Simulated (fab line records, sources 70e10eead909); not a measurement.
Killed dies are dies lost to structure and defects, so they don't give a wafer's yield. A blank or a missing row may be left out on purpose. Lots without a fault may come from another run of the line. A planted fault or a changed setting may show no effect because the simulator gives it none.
fab line records | flow nand_harc
record lots=6 wafers=18 last_day=34
route steps=1302 shown P_GATE@133 END@1302
lots that met no fault: from a run of the same line without faults
start_h: hours from the record's first day to the start of the lot's first wafer shown | wait_h: hours since the lot's step before | " the same as in the row above | L1.1+2: a row that stands for several wafers | - no value, or no start given | * or withheld: withheld | < > ~ a bound
route shown NAME@n: a module of which the file shows steps, and the number in the route of the first | usual: mean/standard deviation of fault-free wafers | same: alike in all rows | chamber/n: place in a boat | sites: the reading at each site | _std_site: their standard deviation | _edge_site: outer sites' mean less inner sites' | radius_mm: how far each site lies from the wafer's centre | mask NAME#n: copy n | behind: the tool/chamber that last shaped the wafer | hold: why the lot was held/for how many hours/how that ended | device: the transistor (n, p or np) that didn't switch | end of line: the same wafers' tests at the end of the route | a step without rows: its recipe alone | killed: dies lost to structure and defects at the first sort, not the wafer's yield | map: a wafer's dies, x killed, . not, _ none there
set.NAME: the setting as run; set.NAME@STEP: as run at that earlier step | model.NAME: the simulator's own value behind a step, which no gauge read
lots at some steps of the route; a table a step, a row a wafer
services: from which hour (start_h, from the record's first day; less than 0 if before it) a tool's chamber was out of use, for how many hours, and why
## steps
# step NHARC_P_GATE_DEHYDRATE_18
# recipe temp_c=150 time_s=120
# step NHARC_P_GATE_HMDS_19
# recipe time_s=30
# step NHARC_P_GATE_COAT_20
# recipe spin_rpm=1500 resist_thk_nm=90
# step NHARC_P_GATE_SOFTBAKE_21
# recipe temp_c=105 time_s=55
# step NHARC_P_GATE_EBR_22
# step NHARC_P_GATE_EXPOSE_23
# recipe na=1.35 target_cd_nm=120 dose_mj=93.91 mask_id=P_GATE
# step NHARC_P_GATE_PEB_24
# recipe peb_temp_c=100 peb_time_s=65
# step NHARC_P_GATE_DEVELOP_25
# recipe develop_time_s=35 dev_temp_c=23
# step NHARC_P_GATE_CD_MEAS_26
# recipe target_cd_nm=120 landing_energy_ev=500
# usual cd_nm=120.2/0.48
# columns lot.wafer tool chamber start_h wait_h cd_nm
L838.2 cd_sem-01 0 161.92 - 120.2
L838.3 " 0 " " 120.3
L838.5 " 0 " " 119.2
L847.2 cd_sem-03 0 251.99 - 120.2
L847.4 " 0 " " 120.6
L847.5 " 0 " " 120.4
L848.2 cd_sem-03 0 261.68 - 120.5
L848.4 " 0 " " 119.8
L848.5 " 0 " " 119.7
L853.4 cd_sem-01 0 310.29 - 119.9
L853.5 " 0 " " 120.8
L853.6 " 0 " " 119.7
L854.1 cd_sem-02 0 315.11 - 120.1
L854.3 " 0 " " 119.9
L854.5 " 0 " " 120.6
L855.1 cd_sem-01 0 329.67 - 120.7
L855.2 " 0 " " 121.2
L855.3 " 0 " " 120.4
# step NHARC_P_GATE_OVL_MEAS_27
# usual overlay_x_nm=0.0/0.73 overlay_y_nm=0.0/0.68
# columns lot.wafer tool chamber start_h wait_h overlay_x_nm overlay_y_nm
L838.2 overlay-01 - 162.00 - -0.6 -0.1
L838.3 " - " " 0.2 -0.6
L838.5 " - " " -0.8 -0.4
L847.2 overlay-01 - 252.07 - -0.6 -0.6
L847.4 " - " " -0.3 -0.9
L847.5 " - " " 0.1 -1.3
L848.2 overlay-02 - 261.76 - 0.7 -0.6
L848.4 " - " " 0.6 -0.7
L848.5 " - " " 1.0 -0.7
L853.4 overlay-01 - 310.37 - 0.7 -0.1
L853.5 " - " " 0.7 0.6
L853.6 " - " " 1.1 -0.2
L854.1 overlay-02 - 315.19 - 0.0 0.0
L854.3 " - " " -0.2 -0.3
L854.5 " - " " -0.2 0.2
L855.1 overlay-01 - 329.76 - 0.8 0.3
L855.2 " - " " 0.8 0.2
L855.3 " - " " 1.0 0.5
# step NHARC_P_GATE_INSPECT_28
# usual raw_defect_count=6.2/2.9
# columns lot.wafer tool chamber start_h wait_h raw_defect_count
L838.2 defect_inspect-01 - 162.04 0.0 14
L838.3 " - " " 4
L838.5 " - " " 7
L847.2 defect_inspect-02 - 252.11 0.0 9
L847.4 " - " " 3
L847.5 " - " " 9
L848.2 defect_inspect-02 - 261.80 0.0 5
L848.4 " - " " 9
L848.5 " - " " 8
L853.4 defect_inspect-01 - 310.41 0.0 13
L853.5 " - " " 8
L853.6 " - " " 7
L854.1 defect_inspect-02 - 315.23 0.0 4
L854.3 " - " " 3
L854.5 " - " " 8
L855.1 defect_inspect-02 - 329.80 0.0 11
L855.2 " - " " 5
L855.3 " - " " 4
# step NHARC_P_GATE_DESCUM_31
# recipe time_s=3 o2_flow_sccm=200 ar_flow_sccm=0 bias_power_w=0 chemistry=O2
# usual drypump_motor_current_A=5.8/0.43 o2_flow_sccm=199.9/0.59 oes_product_au=1.000/0.0088 rf_vpp_V=57.7/0.84 showerhead_plenum_p_Torr=1.88/0.057 throttle_valve_pct=11.312/0.0097
# columns lot.wafer tool chamber start_h wait_h drypump_motor_current_A o2_flow_sccm oes_product_au rf_hours_counter_h rf_vpp_V showerhead_plenum_p_Torr throttle_valve_pct
L838.3 rie_diel-06 3 162.12 0.1 5.7 199.7 1.007 1.4 58.5 1.92 11.314
L838.2 " 0 " " 5.4 199.4 1.012 1.4 58.6 1.95 11.302
L838.5 " 1 " " 5.8 200.2 0.994 - 58.2 1.87 11.313
L847.2 rie_diel-06 2 252.17 0.1 6.3 199.3 0.998 6.0 58.3 1.85 11.308
L847.4 " 3 " " 5.7 197.7 0.996 6.1 57.0 1.92 11.314
L847.5 " 3 " " 5.7 199.1 1.002 - 58.6 1.92 11.301
L848.4 rie_diel-06 0 261.86 0.1 5.4 200.4 1.006 7.3 58.7 1.95 11.315
L848.2 " 1 " " 5.8 199.5 0.997 7.0 56.9 1.87 11.291
L848.5 " 0 " " 5.4 200.7 1.002 - 57.5 1.95 11.305
L853.4 rie_diel-02 0 310.49 0.1 6.3 200.2 1.001 3.4 59.0 1.89 11.300
L853.5 " 2 " " 5.8 199.4 0.996 - 58.5 1.80 11.317
L853.6 " 3 " " 5.7 200.1 0.991 - 58.5 1.89 11.303
L854.3 rie_diel-11 1 315.29 0.1 5.7 199.9 1.009 2.4 57.9 1.87 11.329
L854.1 " 2 " " 6.1 199.5 1.003 2.4 57.7 1.89 11.317
L854.5 " 1 " " 5.7 200.5 0.996 - 57.9 1.87 11.298
L855.3 rie_diel-06 3 329.86 0.1 5.7 199.5 0.999 2.1 57.4 1.91 11.327
L855.1 " 0 " " 5.4 199.6 1.011 2.2 57.2 1.95 11.321
L855.2 " 2 " " 6.4 200.4 1.006 2.2 58.5 1.84 11.328
# step NHARC_P_GATE_ETCH_104
# recipe target_depth_a=600 time_s=withheld cf4_flow_sccm=100 chf3_flow_sccm=30 ar_flow_sccm=0 rf_w=500 bias_w=200 chemistry=CF4/CHF3
# usual drypump_motor_current_A=5.8/0.46 oes_product_au=0.948/0.024 rf_fwd_power_W=491.7/2.7 rf_vpp_V=369.9/1.7 showerhead_plenum_p_Torr=1.55/0.045 throttle_valve_pct=16.802/0.0094
# columns lot.wafer tool chamber start_h wait_h drypump_motor_current_A oes_product_au rf_fwd_power_W rf_vpp_V showerhead_plenum_p_Torr throttle_valve_pct model.P_GATE.cd_nm
L838.3 rie_diel-06 3 162.18 0.1 5.7 0.978 491.4 372.6 1.58 16.805 120.5
L838.2 " 2 " " 6.4 0.967 493.0 369.0 1.52 16.802 120.4
L838.5 " 0 " " 5.4 0.989 492.1 372.0 1.60 16.799 119.5
L847.4 rie_diel-06 2 252.26 0.1 6.4 0.713 296.1 369.1 1.52 16.814 122.5
L847.2 " 0 " " 5.4 0.744 289.2 372.7 1.60 16.799 121.4
L847.5 " 2 " " 6.4 0.713 294.6 368.3 1.52 16.810 121.9
L848.4 rie_diel-06 1 261.94 0.1 5.8 0.704 293.1 370.4 1.54 16.811 121.2
L848.2 " 0 " " 5.4 0.704 292.7 369.6 1.60 16.814 122
L848.5 " 2 " " 6.4 0.713 297.5 369.4 1.52 16.804 121.4
L853.4 rie_diel-02 0 310.56 0.1 6.4 0.970 491.5 369.8 1.56 16.812 119.5
L853.5 " 3 " " 5.6 0.953 491.0 369.1 1.55 16.820 120.3
L853.6 " 0 " " 6.3 0.978 491.4 370.0 1.56 16.797 119.8
L854.1 rie_diel-11 3 315.38 0.1 4.7 0.923 489.4 369.3 1.59 16.801 121.3
L854.3 " 1 " " 5.7 0.926 487.5 367.5 1.54 16.797 120.7
L854.5 " 0 " " 6.3 0.918 492.0 373.2 1.64 16.812 121.1
L855.3 rie_diel-06 0 329.96 0.1 5.4 0.972 492.4 370.5 1.60 16.797 120.8
L855.1 " 2 " " 6.3 0.967 493.4 368.3 1.52 16.794 120.5
L855.2 " 3 " " 5.7 0.958 489.5 369.2 1.57 16.805 120.8
# step NHARC_P_GATE_HM_OPEN_105
# recipe target_depth_a=3600 o2_flow_sccm=400 cos_flow_sccm=20 ar_flow_sccm=0 rf_w=500 bias_w=300 chemistry=O2/COS
# usual drypump_motor_current_A=5.8/0.46 o2_flow_sccm=400.0/1.2 oes_product_au=0.999/0.0084 rf_vpp_V=466.5/2 showerhead_plenum_p_Torr=3.08/0.085 throttle_valve_pct=28.330/0.0085
# columns lot.wafer tool chamber start_h wait_h drypump_motor_current_A o2_flow_sccm oes_product_au rf_hours_counter_h rf_vpp_V showerhead_plenum_p_Torr throttle_valve_pct
L838.3 rie_diel-06 1 - - 5.8 397.3 0.999 0.9 466.4 3.06 28.335
L838.2 " 3 " " 5.7 399.5 0.995 1.4 468.2 3.13 28.336
L838.5 " 0 " " 5.4 398.9 1.003 - 468.1 3.18 28.321
L847.2 rie_diel-06 2 - - 6.4 401.1 1.001 6.0 465.5 3.02 28.316
L847.4 " 0 " " 5.4 399.1 1.009 6.5 469.4 3.18 28.328
L847.5 " 2 " " 6.4 400.1 1.004 - 465.1 3.02 28.346
L848.4 rie_diel-06 3 - - 5.7 399.8 0.996 7.0 466.9 3.13 28.316
L848.2 " 0 " " 5.4 398.8 1.005 7.3 466.8 3.18 28.350
L848.5 " 3 " " 5.7 402.3 1.004 - 467.8 3.13 28.337
L853.4 rie_diel-02 2 - - 5.8 400.4 1.001 3.8 463.3 2.94 28.339
L853.5 " 3 " " 5.7 399.7 0.991 - 465.4 3.09 28.328
L853.6 " 0 " " 6.4 399.2 0.988 - 467.1 3.09 28.316
L854.1 rie_diel-11 2 - - 6.1 400.5 1.010 2.4 467.7 3.08 28.347
L854.3 " 0 " " 6.4 398.8 1.006 1.3 469.5 3.25 28.322
L854.5 " 2 " " 6.1 400.4 1.002 - 467.2 3.08 28.339
L855.2 rie_diel-06 0 - - 5.4 400.5 1.015 2.3 467.0 3.17 28.309
L855.3 " 2 " " 6.4 399.6 1.005 2.3 466.2 3.02 28.333
L855.1 " 3 " " 5.7 399.9 1.004 2.1 467.6 3.12 28.320
# step NHARC_END_SORT_01
# recipe temp_c=25
# usual killed_at_array=51/16 killed_at_other=0.6/0.88 killed_at_periphery=4.0/2.6 killed_dies=55/16 killed_open=3.5/1.9 killed_short=2.3/1.6
# same gross_dies=677
# columns lot.wafer tool chamber start_h wait_h killed_at_array killed_at_other killed_at_periphery killed_dies killed_open killed_short
L855.1 prober-01 0 814.39 2.4 38 2 5 45 4 4
L855.2 prober-01 0 815.20 2.8 43 0 5 48 2 1
L855.3 prober-01 0 816.00 3.1 35 0 2 37 3 2
# killed by level:class
L855.1 A_CHANNEL_HOLE_D1:chamber_film_flake=12 A_SLIT:chamber_film_flake=6 A_CONTACT:chamber_film_flake=6 A_ONON_D1:geometric_particle:short=3 P_STI:chamber_film_flake=3 A_STAIRCASE:chamber_film_flake=3 A_CHANNEL_HOLE_D2:chamber_film_flake=2 THIN_TSV:chamber_film_flake=2
L855.2 A_CHANNEL_HOLE_D1:chamber_film_flake=19 A_SLIT:chamber_film_flake=14 P_M1:chamber_film_flake=3 A_STAIRCASE:chamber_film_flake=3 P_STI:chamber_film_flake=2 A_CHANNEL_HOLE_D2:chamber_film_flake=2 A_CONTACT:chamber_film_flake=2 A_ONON_D1:geometric_particle:short=1
L855.3 A_CHANNEL_HOLE_D1:chamber_film_flake=13 A_SLIT:chamber_film_flake=7 A_STAIRCASE:chamber_film_flake=4 A_CONTACT:chamber_film_flake=4 A_ONON_D2:geometric_particle:open=2 A_DECK1_JOINT:geometric_particle:open=1 A_M0:geometric_particle:short=1 A_M1:geometric_particle:short=1
## services
# columns tool chamber start_h hours kind
rie_diel-06 0 139.20 - clean
rie_diel-06 1 139.20 - clean
rie_diel-06 2 139.20 - clean
rie_diel-06 3 139.20 - clean
rie_diel-02 3 152.18 4.7 repair
rie_diel-06 0 163.70 - clean
rie_diel-06 1 163.70 - clean
rie_diel-06 2 163.70 - clean
rie_diel-06 3 163.70 - clean
rie_diel-02 - 180.23 0.7 repair
rie_diel-06 0 188.20 - clean
rie_diel-02 3 195.65 4.1 repair
rie_diel-02 - 216.70 9.0 pm
rie_diel-06 0 238.17 2.2 repair
rie_diel-11 - 255.50 9.0 pm
rie_diel-11 2 266.03 1.5 repair
rie_diel-11 0 271.26 15.6 repair
rie_diel-06 - 280.95 0.7 repair
rie_diel-06 3 291.55 16.6 repair
rie_diel-06 1 301.19 52.1 repair
rie_diel-11 2 303.84 4.4 repair
rie_diel-06 - 307.20 9.0 pm
rie_diel-02 - 317.65 0.4 repair
rie_diel-06 3 326.31 1.7 repair
## key
first_sign step=NHARC_P_GATE_ETCH_104 reading=rf_fwd_power_W direction=down sigmas=73 usual=* struck=*
effect step=NHARC_P_GATE_ETCH_104 reading=oes_product_au direction=down sigmas=9.7 usual=0.948 struck=0.715
model_effect step=NHARC_P_GATE_ETCH_104 value=P_GATE.cd_nm without=120.4 struck=121.7
met_at NHARC_P_GATE_ETCH_104
struck_wafers L847.2,L847.4,L847.5,L848.2,L848.4,L848.5
tester_left_out L847,L848
onset_between 162.18 252.26
fault kind=process_parameter_drift tool=rie_diel-06 chamber=- onset_h=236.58 steps=NHARC_P_GATE_ETCH_104 channel=rf_w offset=* shape=step end_h=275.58 acts_in=* stated=*
# tester_left_out: of these lots the tester's yield and bins aren't shown, on N5 and GAA mostly nor the transistor test; their killed dies are dies lost to structure and defects alone, not to doping, threshold or leakage, so they don't give the yield
